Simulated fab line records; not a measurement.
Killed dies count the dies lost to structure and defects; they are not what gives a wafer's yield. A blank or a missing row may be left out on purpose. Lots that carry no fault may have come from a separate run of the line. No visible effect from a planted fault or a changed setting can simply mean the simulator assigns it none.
Chamber matching ; flow nand_harc ; NHARC_A_CHANNEL_FILL_D2_ALD_14 on ald_hk-02 has 4 sister chambers
The step deposits SiO2, target thk 2.5 nm, pulse time 10 s, ald cycles 25. 14 wafers are shown with their chamber, then 7 later ones without.

EACH WAFER AND ITS CHAMBER
wafer;chamber;heater_power_w (W);precursor_pulse_height_rel
L308.1;1;461;0.981
L308.2;2;516;0.968
L308.4;0;500;1.029
L309.3;1;460;1.007
L309.4;0;484;0.983
L309.5;2;497;0.983
L322.1;1;475;1.006
L322.3;0;468;1.000
L322.4;3;468;1.006
L325.1;3;457;1.024
L325.2;2;481;0.998
L325.6;2;476;1.019
L326.1;2;480;1.012
L326.2;1;464;0.985

SIGNATURES (means of the wafers above)
reading;chamber 0;chamber 1;chamber 2;chamber 3;scatter within a chamber
heater_power_w;484.00;465.00;490.00;462.50;13.5
precursor_pulse_height_rel;1.00400;0.99475;0.99600;1.01500;0.0188
Rule: for a wafer and a chamber, the distance is found by dividing, reading by reading, the gap between the wafer's reading and the chamber's mean by the reading's scatter, squaring, summing and taking the root. If the next closest chamber is less than 2 further off than the closest, the wafer can't be placed; otherwise it belongs to the closest. The scatter is the square root of a quotient: the sum, over the shown wafers, of each reading's squared deviation from its chamber's mean, divided by wafers minus chambers.

WAFERS WHOSE CHAMBER IS MISSING
wafer;heater_power_w (W);precursor_pulse_height_rel
L326.6;484;0.989
L328.2;481;1.019
L328.3;466;0.977
L328.5;470;1.027
L329.3;467;1.009
L329.4;459;1.034
L329.6;458;0.987

EACH ONE'S CHAMBER
wafer;from the rows above;in truth
L326.6;can't be placed: 2 or 0 or 1 or 3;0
L328.2;can't be placed: 0 or 3 or 2 or 1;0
L328.3;can't be placed: 1 or 0 or 3 or 2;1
L328.5;can't be placed: 3 or 0 or 1 or 2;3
L329.3;can't be placed: 3 or 1 or 0 or 2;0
L329.4;can't be placed: 3 or 1 or 0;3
L329.6;can't be placed: 1 or 3 or 0 or 2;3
Correctly placed: 0 of 7. Not placeable from these rows: 7 (in 7, the candidates include the true chamber). Placed wrongly: 0.
